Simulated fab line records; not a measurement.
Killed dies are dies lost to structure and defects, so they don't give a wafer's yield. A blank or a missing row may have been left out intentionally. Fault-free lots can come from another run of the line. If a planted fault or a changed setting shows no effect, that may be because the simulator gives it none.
The tool behind it: which one? + flow nand harc + Sampling: 12 lots, 36 wafers, 6 of 1302 route steps

## WHAT EACH GAUGE READ, for each wafer
NHARC_A_ONON_D1_THK_MEAS_27: measures by ellipsometry.
| lot  | measured     | on            | thk nm (nm)    |
|------|--------------|---------------|----------------|
| L967 | day 8 03:27  | film metro-01 | 995 995 996    |
| L970 | day 9 12:24  | film metro-01 | 1001 1003 1004 |
| L972 | day 10 05:05 | film metro-02 | 993 994 993    |
| L973 | day 10 22:43 | film metro-02 | 1003 1002 1003 |
| L975 | day 11 14:48 | film metro-02 | 1004 1004 1003 |
| L976 | day 12 04:16 | film metro-02 | 1008 1006 1008 |
| L978 | day 12 15:42 | film metro-01 | 1011 1013 1012 |
| L980 | day 13 15:01 | film metro-01 | 1015 1015 1015 |
| L981 | day 14 04:06 | film metro-01 | 980 982 981    |
| L983 | day 15 05:44 | film metro-02 | 1006 1004 1005 |
| L989 | day 17 09:31 | film metro-01 | 999 996 1000   |
| L990 | day 18 01:38 | film metro-01 | 996 996 997    |

NHARC_A_CHANNEL_HOLE_D1_CD_MEAS_10: the cd target is 100 nm.
| lot  | measured     | on        | cd nm (nm)        |
|------|--------------|-----------|-------------------|
| L967 | day 8 08:54  | cd sem-03 | 100.3 100.2 100.3 |
| L970 | day 9 16:14  | cd sem-03 | 99.9 100.1 99.8   |
| L972 | day 10 08:52 | cd sem-02 | 99.1 99.1 99.3    |
| L973 | day 11 04:08 | cd sem-02 | 100.3 100.7 100.2 |
| L975 | day 11 20:36 | cd sem-03 | 99.5 99.9 99.4    |
| L976 | day 12 08:56 | cd sem-02 | 100.5 100.6 100.6 |
| L978 | day 12 19:23 | cd sem-02 | 100.5 100.5 101.0 |
| L980 | day 13 21:30 | cd sem-02 | 100.1 99.3 99.9   |
| L981 | day 14 07:50 | cd sem-02 | 99.7 100.7 100.4  |
| L983 | day 15 09:31 | cd sem-03 | 100.0 99.8 102.4  |
| L989 | day 17 13:12 | cd sem-02 | 99.7 100.1 99.2   |
| L990 | day 18 06:31 | cd sem-02 | 100.9 100.2 100.3 |

NHARC_A_CHANNEL_HOLE_D1_CD_MEAS_18.
| lot  | measured     | on        | cd nm (nm)        |
|------|--------------|-----------|-------------------|
| L967 | day 8 10:17  | cd sem-03 | 99.5 100.2 99.6   |
| L970 | day 9 17:59  | cd sem-01 | 99.2 102.0 98.5   |
| L972 | day 10 10:21 | cd sem-02 | 100.5 96.0 100.8  |
| L973 | day 11 05:25 | cd sem-02 | 98.0 99.7 103.4   |
| L975 | day 11 21:54 | cd sem-02 | 97.3 96.9 104.3   |
| L976 | day 12 10:14 | cd sem-01 | 99.0 98.6 98.9    |
| L978 | day 12 20:46 | cd sem-03 | 99.3 99.2 99.7    |
| L980 | day 13 22:47 | cd sem-01 | 96.6 101.2 101.8  |
| L981 | day 14 09:49 | cd sem-03 | 99.9 100.2 96.1   |
| L983 | day 15 10:49 | cd sem-03 | 101.9 101.2 104.7 |
| L989 | day 17 14:33 | cd sem-02 | 98.3 100.5 96.4   |
| L990 | day 18 07:48 | cd sem-03 | 98.5 96.0 99.7    |

NHARC_END_SORT_01.
| lot  | measured     | on        | killed at array | killed at other | killed at periphery | killed dies | killed open | killed short |
|------|--------------|-----------|-----------------|-----------------|---------------------|-------------|-------------|--------------|
| L978 | day 29 05:48 | prober-02 | 28 31 21        | 3 2 4           | 0 3 2               | 31 36 27    | 1 4 2       | 2 3 3        |
| L980 | day 30 08:32 | prober-02 | 70              | 1               | 3                   | 74          | 2           | 4            |
| L981 | day 30 14:46 | prober-02 | 49 72           | 0 0             | 3 5                 | 52 77       | 2 2         | 3 1          |

## WHAT TOOL EACH LOT RAN ON (gives the tool, then ch and the chambers of the sampled wafers, and finally the start)
| lot  | NHARC_A_CHANNEL_HOLE_D1_EXPOSE_07  | NHARC_A_CHANNEL_HOLE_D1_ETCH_34               |
|------|------------------------------------|-----------------------------------------------|
| L967 | arfi scanner-02 ch 0, day 8 08:46  | rie diel-05 ch 1,2,3, day 8 10:17 or earlier  |
| L970 | arfi scanner-02 ch 0, day 9 16:05  | rie diel-13 ch 1,3, day 9 17:59 or earlier    |
| L972 | arfi scanner-01 ch 0, day 10 08:44 | rie diel-05 ch 2,3, day 10 10:21 or earlier   |
| L973 | arfi scanner-01 ch 0, day 11 04:00 | rie diel-13 ch 0,1,3, day 11 05:25 or earlier |
| L975 | arfi scanner-03 ch 0, day 11 20:28 | rie diel-13 ch 0,2,3, day 11 21:54 or earlier |
| L976 | arfi scanner-01 ch 0, day 12 08:47 | rie diel-13 ch 0,1,3, day 12 10:14 or earlier |
| L978 | arfi scanner-03 ch 0, day 12 19:14 | rie diel-05 ch 0,3, day 12 20:46 or earlier   |
| L980 | arfi scanner-02 ch 0, day 13 21:22 | rie diel-13 ch 0,1,2, day 13 22:47 or earlier |
| L981 | arfi scanner-02 ch 0, day 14 07:41 | rie diel-13 ch 0,2,3, day 14 09:49 or earlier |
| L983 | arfi scanner-02 ch 0, day 15 09:23 | rie diel-05 ch 2,3, day 15 10:49 or earlier   |
| L989 | arfi scanner-01 ch 0, day 17 13:04 | rie diel-05 ch 0,1,3, day 17 14:33 or earlier |
| L990 | arfi scanner-01 ch 0, day 18 06:22 | rie diel-13 ch 0,3, day 18 07:48 or earlier   |
- NHARC_A_CHANNEL_HOLE_D1_EXPOSE_07: exposes mask HOLE D1, target cd 100 nm.
- NHARC_A_CHANNEL_HOLE_D1_ETCH_34: etches the open film in CF4/CHF3, target depth 154 nm, time 77 s.

## WHAT THE TOOLS THEMSELVES READ (means of the sampled wafers that have a number; where no wafer has one, the mark that the record gives instead)
NHARC_A_CHANNEL_HOLE_D1_EXPOSE_07.
| lot  | tool            | focus offset nm (nm) |
|------|-----------------|----------------------|
| L967 | arfi scanner-02 | 0.1                  |
| L970 | arfi scanner-02 | 0.0                  |
| L972 | arfi scanner-01 | -0.1                 |
| L973 | arfi scanner-01 | 0.1                  |
| L975 | arfi scanner-03 | -0.1                 |
| L976 | arfi scanner-01 | 0.3                  |
| L978 | arfi scanner-03 | -0.1                 |
| L980 | arfi scanner-02 | -0.1                 |
| L981 | arfi scanner-02 | -0.2                 |
| L983 | arfi scanner-02 | 0.8                  |
| L989 | arfi scanner-01 | -0.2                 |
| L990 | arfi scanner-01 | 0.7                  |

NHARC_A_CHANNEL_HOLE_D1_ETCH_34.
| lot  | tool        | drypump motor current A (A) | mfc ar sccm (sccm) | oes product au (a.u.) | rf vpp V (V) | showerhead plenum p Torr (Torr) | throttle valve pct (%) |
|------|-------------|-----------------------------|--------------------|-----------------------|--------------|---------------------------------|------------------------|
| L967 | rie diel-05 | 5.7                         | 0.007              | 0.925                 | 372.0        | 1.60                            | 16.804                 |
| L970 | rie diel-13 | 5.7                         | 0.023              | 0.962                 | 370.1        | 1.55                            | 16.802                 |
| L972 | rie diel-05 | 5.6                         | 0.004              | 0.931                 | 370.3        | 1.56                            | 16.803                 |
| L973 | rie diel-13 | 5.7                         | 0.011              | 0.909                 | 370.9        | 1.57                            | 16.792                 |
| L975 | rie diel-13 | 5.8                         | 0.015              | 0.971                 | 371.8        | 1.60                            | 16.809                 |
| L976 | rie diel-13 | 5.8                         | 0.011              | 0.909                 | 370.4        | 1.57                            | 16.803                 |
| L978 | rie diel-05 | 5.7                         | 0.000              | 0.952                 | 370.1        | 1.55                            | 16.810                 |
| L980 | rie diel-13 | 5.8                         | 0.003              | 0.924                 | 370.7        | 1.58                            | 16.802                 |
| L981 | rie diel-13 | 5.8                         | 0.015              | 0.922                 | 372.1        | 1.60                            | 16.802                 |
| L983 | rie diel-05 | 5.4                         | 0.002              | 0.973                 | 370.0        | 1.57                            | 16.803                 |
| L989 | rie diel-05 | 6.1                         | 0.005              | 0.923                 | 369.4        | 1.56                            | 16.803                 |
| L990 | rie diel-13 | 5.9                         | 0.011              | 0.928                 | 371.5        | 1.59                            | 16.802                 |

## THE ANSWER, worked out from the rows above alone
Rule: usual is defined by the lots themselves. The widest of any qualifying gaps counts: lots, ordered by their means at a reading, are off when they make up no more than a third of the lots, leave a main group of 4 or more, and stand apart from it by 3 or more times the standard deviation of that group's means. A main group whose means are all the same, to the digits that the tables above print for the reading, isn't used. Also off: a lot with no number at a reading for which 4 or more lots have one. Any other lot the step has rows for is counted as sound. First the gauges in route order, then the tools' own readings, where a lot's mean is used as printed above. At the first step where some lot is off, the reading lying furthest off is the one used; lots without a number count as furthest.
Off at NHARC_A_CHANNEL_HOLE_D1_CD_MEAS_18 (cd nm): L983. Mean 99.3 nm and standard deviation 0.67 in the main group.
A tool fits if, at a process step before that reading, it ran every lot that is off, and no sound lot after the first of them. Gauges at NHARC_A_CHANNEL_HOLE_D1_CD_MEAS_18: tried the same way as those tools. With no start given for some of its lots, NHARC_A_CHANNEL_HOLE_D1_ETCH_34 uses the hours and lot order of NHARC_A_CHANNEL_HOLE_D1_CD_MEAS_18. One fits: NHARC_A_CHANNEL_HOLE_D1_EXPOSE_07 on arfi scanner-02. A fault onset in the window from L981 (day 14 07:41, its last sound lot) to L983 (day 15 09:23, its first lot off) fits.

## WHAT THE SIMULATOR HAD INSERTED
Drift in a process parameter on arfi scanner-02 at NHARC_A_CHANNEL_HOLE_D1_EXPOSE_07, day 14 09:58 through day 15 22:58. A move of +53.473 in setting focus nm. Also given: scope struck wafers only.
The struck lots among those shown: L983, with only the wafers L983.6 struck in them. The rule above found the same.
